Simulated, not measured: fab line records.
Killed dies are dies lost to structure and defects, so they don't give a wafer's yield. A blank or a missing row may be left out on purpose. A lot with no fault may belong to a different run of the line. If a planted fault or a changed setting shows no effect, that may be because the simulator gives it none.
fab line records    flow n5Finfet
record lots=6  wafers=18  lastDay=17
route steps=1938 shown BEOL_M9@1444 PASSIVATION@1936
lots untouched by any fault: they come from a run of this same line in which no faults occurred
startH: the number of hours between the record's first day and the start of the first shown wafer of the lot    waitH: hours since the lot's step before    " as in the row above    L1.1+2: a single row standing in for several wafers    - either no value or no given start    * or withheld: withheld    < > ~ a bound
route shown NAME@n: a module of which the file shows steps, and the number in the route of the first    usual: average and standard deviation across the fault-free wafers    same: alike in all rows    chamber/n: place in a boat    sites: readings site by site    _std_site: standard deviation across them    _edge_site: mean of outer sites minus mean of inner sites    radiusMm: for every site, how far away it sits from the centre of the wafer    mask NAME#n: copy n    behind: tool/chamber where the wafer was last shaped    hold: why the lot was held/for how many hours/how that ended    device: transistor that didn't switch, given as n, p or np    end of line: the route-end tests of the same wafers    for a step that has no rows: nothing shown but its recipe    killed: dies lost to structure and defects at the first sort, not the wafer's yield    map: a wafer's dies, x killed, . not, _ none there
set.NAME: the setting that was run; set.NAME@STEP: the one run at that earlier step    model.NAME: the simulator's own value behind a step, which no gauge read
certain route steps with their lots: each step a table, each wafer a row
services: a tool's chamber out of use, with start hour (startH, from the record's first day; less than 0 if before it), hours out, and reason
## steps
# step N5_BEOL_M9_STRIP_73
# recipe chemistry=C4F6/O2  resist=SiARC  rfFrequencyHz=6e+07
# step N5_BEOL_M9_STRIP_36
# recipe chemistry=N2/H2  powerW=450  tempC=40  pressureMtorr=20  rfFrequencyHz=6e+07  overashFraction=0.3  biasPowerW=7  h2Frac=0.5  n2FlowSccm=200  h2FlowSccm=200
# usual drypumpMotorCurrentA=5.9/0.48  n2FlowSccm=200.0/0.69  oesProductAu=0.82/0.086  rfVppV=58.9/1.5  showerheadPlenumPTorr=2.53/0.065  throttleValvePct=23.5/0.45
lot.wafer  tool        chamber  startH  waitH  drypumpMotorCurrentA  n2FlowSccm  oesProductAu  rfHoursCounterH  rfVppV  showerheadPlenumPTorr  throttleValvePct
L223.1     rieDiel-06  0        241.14  0.0    6.1                   200.9       0.81          97               56.2    2.57                   23.8
L223.5     "           2        "       "      5.3                   199.7       0.72          -                56.7    2.54                   24.1
L223.6     "           1        "       "      5.5                   200.4       0.93          -                59.6    2.50                   23.6
L225.1     rieDiel-03  0        250.94  0.0    6.2                   199.9       0.93          23               58.8    2.49                   23.4
L225.2     "           1        "       "      5.7                   200.6       0.74          196              57.6    2.38                   23.4
L225.5     "           0        "       "      6.2                   200.1       0.93          -                57.1    2.49                   23.4
L227.1     rieDiel-02  2        258.52  0.0    6.1                   201.1       0.94          19               60.8    2.52                   24.2
L227.4     "           0        "       "      6.3                   199.7       0.68          236              61.0    2.58                   23.1
L227.6     "           2        "       "      6.1                   199.0       0.93          -                59.1    2.52                   24.2
L239.2     rieDiel-06  3        341.89  0.0    5.4                   200.5       0.82          85               58.9    2.66                   23.1
L239.3     "           1        "       "      5.5                   200.6       0.87          54               58.5    2.49                   23.7
L239.4     "           0        "       "      6.0                   199.5       0.77          127              60.3    2.56                   23.8
L240.3     rieDiel-02  3        352.33  0.0    5.3                   200.4       0.79          106              57.5    2.45                   23.3
L240.4     "           2        "       "      6.1                   200.4       0.86          49               57.5    2.51                   24.2
L240.6     "           3        "       "      5.3                   200.8       0.79          -                61.2    2.45                   23.3
L242.1     rieDiel-02  2        353.39  0.0    6.1                   200.3       0.87          50               60.2    2.51                   24.3
L242.2     "           1        "       "      6.6                   199.7       0.75          145              58.3    2.54                   23.4
L242.4     "           3        "       "      5.2                   199.9       0.79          107              60.5    2.45                   23.2
# step N5_BEOL_M9_TRENCH_ETCH_37
# recipe chemistry=C4F6/O2  targetDepthA=1514.3  target=SiCOH_lowk  timeS=49  ionEnergyEv=250  pressureMtorr=30  sourceW=345  biasW=185  Ar_flow_sccm=300  C4F6_flow_sccm=10  O2_flow_sccm=10
# usual drypumpMotorCurrentA=5.9/0.48  oesProductAu=0.81/0.086  rfVppV=676/22  showerheadPlenumPTorr=2.84/0.077  throttleValvePct=20.84/0.26
# same timeS=49
lot.wafer  tool        chamber  startH  waitH  drypumpMotorCurrentA  oesProductAu  rfHoursCounterH  rfVppV  showerheadPlenumPTorr  throttleValvePct
L223.1     rieDiel-06  0        -       -      6.1                   0.83          97               653     2.89                   21.21
L223.5     "           2        "       "      5.4                   0.72          -                694     2.82                   21.17
L223.6     "           1        "       "      5.5                   0.92          -                671     2.79                   20.74
L225.1     rieDiel-03  0        -       -      6.2                   0.93          23               687     2.77                   20.32
L225.2     "           1        "       "      5.6                   0.74          196              651     2.71                   21.22
L225.5     "           0        "       "      6.2                   0.92          -                686     2.77                   20.31
L227.1     rieDiel-02  2        -       -      6.1                   0.92          19               681     2.80                   20.94
L227.4     "           0        "       "      6.3                   0.66          236              659     2.94                   20.81
L227.6     "           2        "       "      6.1                   0.92          -                679     2.80                   20.94
L239.2     rieDiel-06  3        -       -      5.4                   0.82          85               682     3.00                   20.79
L239.3     "           1        "       "      5.5                   0.87          54               672     2.77                   20.77
L239.4     "           0        "       "      6.0                   0.78          127              654     2.87                   21.24
L240.3     rieDiel-02  3        -       -      5.3                   0.78          106              643     2.75                   20.81
L240.4     "           2        "       "      6.1                   0.86          49               679     2.79                   20.98
L240.6     "           3        "       "      5.3                   0.78          -                642     2.75                   20.80
L242.1     rieDiel-02  2        -       -      6.1                   0.87          50               680     2.79                   20.98
L242.2     "           1        "       "      6.6                   0.76          145              717     2.84                   20.69
L242.4     "           3        "       "      5.3                   0.79          107              643     2.75                   20.81
# step N5_BEOL_M9_ETCH_41
# recipe chemistry=CH3F/O2  target=SiCN  targetDepthA=366  taperDeg=2  timeS=70.1  ionEnergyEv=120  maskMaterial=TiN  pressureMtorr=30  sourceW=395  biasW=75  Ar_flow_sccm=150  CH3F_flow_sccm=30  O2_flow_sccm=20
# step N5_BEOL_M9_STRIP_80
# recipe chemistry=N2/H2  timeS=10  powerW=450  tempC=40  pressureMtorr=20  rfFrequencyHz=6e+07  biasPowerW=7  n2FlowSccm=200  h2FlowSccm=200
# usual drypumpMotorCurrentA=5.9/0.48  n2FlowSccm=199.9/0.65  oesProductAu=0.82/0.086  rfVppV=59.1/0.84  showerheadPlenumPTorr=2.53/0.065  throttleValvePct=23.5/0.45
# same timeS=10
lot.wafer  tool        chamber  startH  waitH  drypumpMotorCurrentA  n2FlowSccm  oesProductAu  rfHoursCounterH  rfVppV  showerheadPlenumPTorr  throttleValvePct
L223.1     rieDiel-06  0        -       -      6.0                   200.5       0.82          97               59.1    2.57                   23.8
L223.5     "           2        "       "      5.4                   198.9       0.73          -                58.2    2.54                   24.1
L223.6     "           1        "       "      5.5                   200.5       0.92          -                58.4    2.50                   23.6
L225.1     rieDiel-03  0        -       -      6.2                   198.9       0.93          23               59.2    2.49                   23.4
L225.2     "           1        "       "      5.7                   199.0       0.74          196              59.6    2.38                   23.4
L225.5     "           0        "       "      6.2                   199.0       0.92          -                58.8    2.49                   23.4
L227.1     rieDiel-02  2        -       -      6.1                   200.4       0.92          19               57.7    2.52                   24.2
L227.4     "           0        "       "      6.3                   200.4       0.68          236              59.0    2.58                   23.1
L227.6     "           2        "       "      6.1                   200.4       0.93          -                57.6    2.52                   24.2
L239.2     rieDiel-06  3        -       -      5.4                   199.8       0.83          85               59.5    2.66                   23.2
L239.3     "           1        "       "      5.5                   199.6       0.87          54               58.1    2.49                   23.7
L239.4     "           0        "       "      6.0                   199.3       0.79          127              59.1    2.56                   23.8
L240.3     rieDiel-02  3        -       -      5.3                   200.6       0.78          106              58.4    2.45                   23.3
L240.4     "           2        "       "      6.1                   199.1       0.86          49               60.1    2.51                   24.3
L240.6     "           3        "       "      5.3                   200.5       0.78          -                59.5    2.45                   23.3
L242.1     rieDiel-02  2        -       -      6.1                   199.0       0.87          50               57.8    2.51                   24.3
L242.2     "           1        "       "      6.6                   200.2       0.75          145              59.7    2.54                   23.3
L242.4     "           3        "       "      5.2                   199.4       0.79          107              60.1    2.45                   23.3
# step N5_BEOL_M9_OCD_MEAS_38
# usual trenchDepthNm=150/3.9
lot.wafer  tool    chamber  startH  waitH  trenchDepthNm
L223.1     ocd-01  -        241.36  -      157
L223.5     "       -        "       "      144
L223.6     "       -        "       "      159
L225.1     ocd-01  -        251.16  -      152
L225.2     "       -        "       "      154
L225.5     "       -        "       "      151
L227.1     ocd-02  -        258.74  -      152
L227.4     "       -        "       "      147
L227.6     "       -        "       "      151
L239.2     ocd-02  -        342.11  -      151
L239.3     "       -        "       "      158
L239.4     "       -        "       "      154
L240.3     ocd-01  -        352.55  -      152
L240.4     "       -        "       "      150
L240.6     "       -        "       "      153
L242.1     ocd-01  -        353.60  -      151
L242.2     "       -        "       "      149
L242.4     "       -        "       "      151
# step N5_BEOL_M9_HM_STRIP_39
# recipe chemistry=peroxideTinStrip  material=TiN  targetDepthA=250  tempC=50  timeS=158
# step N5_BEOL_M9_SRD_40
# recipe timeS=30  tempC=23  rinseLiquid=diw  dry=ipaMarangoni
# step N5_BEOL_M9_PRECLEAN_42
# recipe chemistry=residueRemover  timeS=60  tempC=40
# step N5_BEOL_M9_SRD_43
# recipe timeS=30  tempC=23  rinseLiquid=diw  dry=ipaMarangoni
# step N5_BEOL_M9_CD_MEAS_35
# recipe targetCdNm=70  targetCdYNm=40  polarity=opening
# usual cdNm=69.7/0.84
lot.wafer  tool      chamber  startH  waitH  cdNm
L223.1     cdSem-03  -        241.51  0.0    69.8
L223.5     "         -        "       "      70.5
L223.6     "         -        "       "      70.3
L225.1     cdSem-02  -        251.36  0.0    69.4
L225.2     "         -        "       "      69.1
L225.5     "         -        "       "      71.3
L227.1     cdSem-02  -        258.89  0.0    69.5
L227.4     "         -        "       "      70.2
L227.6     "         -        "       "      71.0
L239.2     cdSem-03  -        342.26  0.0    67.8
L239.3     "         -        "       "      70.2
L239.4     "         -        "       "      70.7
L240.3     cdSem-02  -        352.70  0.0    69.2
L240.4     "         -        "       "      69.7
L240.6     "         -        "       "      70.1
L242.1     cdSem-03  -        353.75  0.0    69.2
L242.2     "         -        "       "      69.7
L242.4     "         -        "       "      68.8
# step N5_BEOL_M9_CURE_72
# recipe tempC=370  timeS=120  ambient=DMADMS/He  material=SiCOH_lowk
# usual lampPowerPct=52.31/0.05  wafer_temp_C_max=371.6/0.47
# same timeS=120
lot.wafer  tool       chamber  startH  waitH  lampPowerPct  wafer_temp_C_max
L223.1     uvCure-02  1        241.55  0.0    52.23         371.8
L223.5     "          1        "       "      52.30         371.9
L223.6     "          1        "       "      52.32         371.5
L225.1     uvCure-03  0        251.45  0.1    52.13         371.7
L225.2     "          0        "       "      52.30         370.7
L225.5     "          0        "       "      52.23         371.4
L227.1     uvCure-01  2        258.93  0.0    52.32         371.7
L227.4     "          2        "       "      52.39         371.6
L227.6     "          2        "       "      52.31         371.6
L239.2     uvCure-01  2        342.35  0.1    52.38         371.2
L239.3     "          2        "       "      52.33         371.5
L239.4     "          2        "       "      52.34         371.2
L240.3     uvCure-02  1        352.84  0.1    52.29         371.3
L240.4     "          1        "       "      52.35         371.0
L240.6     "          1        "       "      52.35         371.4
L242.1     uvCure-03  1        353.98  0.2    52.24         371.4
L242.2     "          1        "       "      52.25         372.1
L242.4     "          1        "       "      52.41         371.8
# step N5_BEOL_M9_DEGAS_44
# recipe ambient=vacuum  tempC=250  timeS=60
# usual heaterPowerW=326/23  susceptorTempC=249.99/0.18
# same timeS=60
lot.wafer  tool           chamber  startH  waitH  heaterPowerW  susceptorTempC
L223.1     pvdSputter-03  -        242.00  0.4    324           249.94
L223.5     "              -        "       "      325           249.82
L223.6     "              -        "       "      309           250.11
L225.1     pvdSputter-01  -        251.81  0.3    335           250.17
L225.2     "              -        "       "      328           250.06
L225.5     "              -        "       "      343           249.94
L227.1     pvdSputter-01  -        259.40  0.4    323           250.08
L227.4     "              -        "       "      342           249.93
L227.6     "              -        "       "      316           250.30
L239.2     pvdSputter-03  -        343.00  0.6    271           241.63
L239.3     "              -        "       "      290           241.94
L239.4     "              -        "       "      286           241.94
L240.3     pvdSputter-03  -        353.18  0.3    289           241.77
L240.4     "              -        "       "      266           241.94
L240.6     "              -        "       "      271           241.82
L242.1     pvdSputter-02  -        356.26  2.2    304           250.03
L242.2     "              -        "       "      374           249.98
L242.4     "              -        "       "      351           249.90
# step N5_BEOL_M9_PRE_CLEAN_45
# recipe gas=H2/He  timeS=30  tempC=250
# usual heaterPowerW=326/24  susceptorTempC=249.99/0.17
# same timeS=30
lot.wafer  tool           chamber  startH  waitH  heaterPowerW  susceptorTempC
L223.1     pvdSputter-03  -        242.04  0.0    336           250.31
L223.5     "              -        "       "      324           249.87
L223.6     "              -        "       "      315           249.94
L225.1     pvdSputter-01  -        251.85  0.0    342           250.22
L225.2     "              -        "       "      325           250.07
L225.5     "              -        "       "      337           249.92
L227.1     pvdSputter-01  -        259.44  0.0    314           250.04
L227.4     "              -        "       "      350           249.94
L227.6     "              -        "       "      318           250.06
L239.2     pvdSputter-03  -        343.04  0.0    284           249.99
L239.3     "              -        "       "      316           249.63
L239.4     "              -        "       "      311           249.88
L240.3     pvdSputter-03  -        353.22  0.0    316           249.98
L240.4     "              -        "       "      282           250.03
L240.6     "              -        "       "      289           249.86
L242.1     pvdSputter-02  -        356.30  0.0    301           250.01
L242.2     "              -        "       "      357           249.83
L242.4     "              -        "       "      353           250.09
# step N5_PASSIVATION_PROBE_49
# usual defectLimitedYield=91.1/1.6  killed_at_M0_to_M3=35/11  killed_at_M4_up=13/5.4  killedAtContacts=13/6.5  killedAtFrontEnd=40/14  killedAtOther=4/3.1  killedDies=105/18  killedOpen=69/14  killedShort=34/7.3  sort_bin_5_function=5.2/0.96  sort_bin_6_memory=3.4/0.77  sort_bin_8_speed=0.02/0.13  sortNPass=1075/19  sortYieldPct=91.1/1.6
# same grossDies=1180  killedAtBackSide=0  sort_bin_4_leakage[%]=0
lot.wafer  tool       chamber  startH  waitH  defectLimitedYield[%]  killed_at_M0_to_M3  killed_at_M4_up  killedAtContacts  killedAtFrontEnd  killedAtOther  killedDies  killedOpen  killedShort  sort_bin_5_function[%]  sort_bin_6_memory[%]  sort_bin_8_speed[%]  sortNPass  sortYieldPct[%]
L227.1     prober-02  -        313.51  0.0    94.2                   16                  12               7                 30                4              69          46          20           3.1                     2.6                   0                    1111       94.2
L227.4     prober-02  -        313.66  0.2    91.7                   34                  5                11                40                8              98          62          26           4.3                     3.0                   0                    1082       91.7
L227.6     prober-02  -        313.76  0.3    89.2                   26                  8                12                74                7              127         91          35           6.7                     3.6                   0                    1053       89.2
L225.1     prober-02  -        313.95  0.0    92.4                   45                  13               12                15                5              90          58          29           4.8                     2.7                   0                    1090       92.4
L225.2     prober-02  -        314.00  0.1    88.4                   60                  11               30                32                4              137         94          41           5.9                     5.0                   0                    1043       88.4
L225.5     prober-02  -        314.15  0.2    90.3                   37                  21               11                43                3              115         79          36           6.2                     3.4                   0                    1065       90.3
L240.3     prober-01  -        415.76  0.1    90.6                   25                  18               24                42                2              111         83          26           5.8                     3.1                   0                    1069       90.6
L240.4     prober-01  -        415.81  0.2    90.9                   45                  4                8                 48                2              107         69          33           5.0                     3.0                   0                    1073       90.9
L240.6     prober-01  -        415.91  0.3    91.8                   30                  12               19                24                12             97          62          32           4.5                     3.6                   0                    1083       91.8
# killed by level:class
L227.1 MOL_CONTACT_COAG:geometricParticle:open=7 FIN_SAQP:geometricParticle:short=5 FIN_SAQP:geometricParticle:open=5 STARTING-WAFER:geometricParticle:open=4 BEOL_M0:geometricParticle:open=4 BEOL_M1:geometricParticle:open=4 BEOL_M7:geometricParticle:open=4 GATE_CUT:geometricParticle:open=3
L227.4 BEOL_M1:geometricParticle:open=10 MOL_CONTACT_COAG:geometricParticle:open=10 HKMG_FIN:areaEtch=8 BEOL_M0_SAQP:geometricParticle:open=7 FIN_SAQP:geometricParticle:open=6 STI_FIN_REVEAL:geometricParticle:open=6 BEOL_M0_SAQP:geometricParticle:short=6 FIN_SAQP:geometricParticle:short=5
L227.6 FIN_SAQP:geometricParticle:open=25 STI_FIN_REVEAL:geometricParticle:open=13 FIN_SAQP:geometricParticle:short=11 MOL_CONTACT_COAG:geometricParticle:open=10 BEOL_M3:geometricParticle:open=8 BEOL_M1:geometricParticle:open=7 GATE_CUT:geometricParticle:open=6 BEOL_M0_SAQP:geometricParticle:open=6
L225.1 BEOL_M2:geometricParticle:open=21 MOL_CONTACT_COAG:geometricParticle:open=6 MOL_CONTACT_COAG:geometricParticle:short=6 BEOL_M1:geometricParticle:open=6 BEOL_M3:geometricParticle:open=5 BEOL_M0_SAQP:geometricParticle:short=4 FIN_SAQP:geometricParticle:open=3 STI_FIN_REVEAL:geometricParticle:open=3
L225.2 MOL_CONTACT_COAG:geometricParticle:open=24 BEOL_M3:geometricParticle:open=13 STI_FIN_REVEAL:geometricParticle:open=12 BEOL_M2:geometricParticle:open=12 BEOL_M1:geometricParticle:open=11 BEOL_M1:geometricParticle:short=10 MOL_CONTACT_COAG:geometricParticle:short=6 BEOL_M0_SAQP:geometricParticle:short=5
L225.5 STI_FIN_REVEAL:geometricParticle:open=18 BEOL_M2:geometricParticle:open=12 BEOL_M4:geometricParticle:open=10 GATE_CUT:geometricParticle:short=8 MOL_CONTACT_COAG:geometricParticle:open=7 BEOL_M0_SAQP:geometricParticle:short=7 GATE_CUT:geometricParticle:open=6 BEOL_M2:geometricParticle:short=5
L240.3 MOL_CONTACT_COAG:geometricParticle:open=21 BEOL_M0_SAQP:geometricParticle:open=12 FIN_SAQP:geometricParticle:open=11 BEOL_M0_SAQP:geometricParticle:short=6 STI_FIN_REVEAL:geometricParticle:open=5 DUMMY_GATE:geometricParticle:open=5 BEOL_M3:geometricParticle:open=5 BEOL_M4:geometricParticle:open=5
L240.4 FIN_SAQP:geometricParticle:open=12 BEOL_M0_SAQP:geometricParticle:open=12 BEOL_M1:geometricParticle:open=7 BEOL_M0_SAQP:geometricParticle:short=7 BEOL_M2:geometricParticle:open=7 BEOL_M3:geometricParticle:open=7 DUMMY_GATE:geometricParticle:open=5 GATE_CUT:geometricParticle:open=5
L240.6 MOL_CONTACT_COAG:geometricParticle:open=13 BEOL_M0_SAQP:geometricParticle:open=7 BEOL_M3:geometricParticle:open=7 MOL_CONTACT_COAG:geometricParticle:short=6 GATE_CUT:geometricParticle:short=5 STARTING-WAFER:geometricParticle:open=4 BEOL_M1:geometricParticle:short=4 FIN_SAQP:geometricParticle:open=3
## services
tool           chamber  startH  hours  kind
rieDiel-06     1        268.83  5.7    repair
uvCure-02      -        277.50  7.5    pm
rieDiel-03     0        288.35  3.7    repair
uvCure-02      -        288.45  18.8   repair
rieDiel-03     3        298.09  -      clean
rieDiel-03     3        298.09  -      consumableReplace:focusRing
rieDiel-03     3        298.09  12.6   scheduledDown
rieDiel-03     3        298.09  12.6   ventCycle
uvCure-03      -        302.46  0.9    repair
rieDiel-02     0        307.50  -      clean
rieDiel-02     0        307.50  -      consumableReplace:focusRing
rieDiel-02     0        307.50  16.1   scheduledDown
rieDiel-02     0        307.50  16.1   ventCycle
uvCure-03      -        345.91  1.0    pm
uvCure-01      -        350.47  7.5    pm
rieDiel-06     -        351.47  2.8    pm
pvdSputter-03  -        355.57  0.7    repair
## key
firstSign step=N5_BEOL_M9_DEGAS_44  reading=susceptorTempC  direction=down  sigmas=44  usual=*  struck=*
effect step=N5_BEOL_M9_DEGAS_44  reading=heaterPowerW  direction=down  sigmas=2  usual=*  struck=*
metAt N5_BEOL_M9_DEGAS_44
struckWafers L239.2,L239.3,L239.4,L240.3,L240.4,L240.6
onsetBetween 242.00 343.00
fault kind=processParameterDrift  tool=pvdSputter-03  chamber=-  onsetH=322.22  steps=N5_BEOL_M9_DEGAS_44  channel=tempC  offset=*  shape=step  endH=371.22  actsIn=*  stated=*
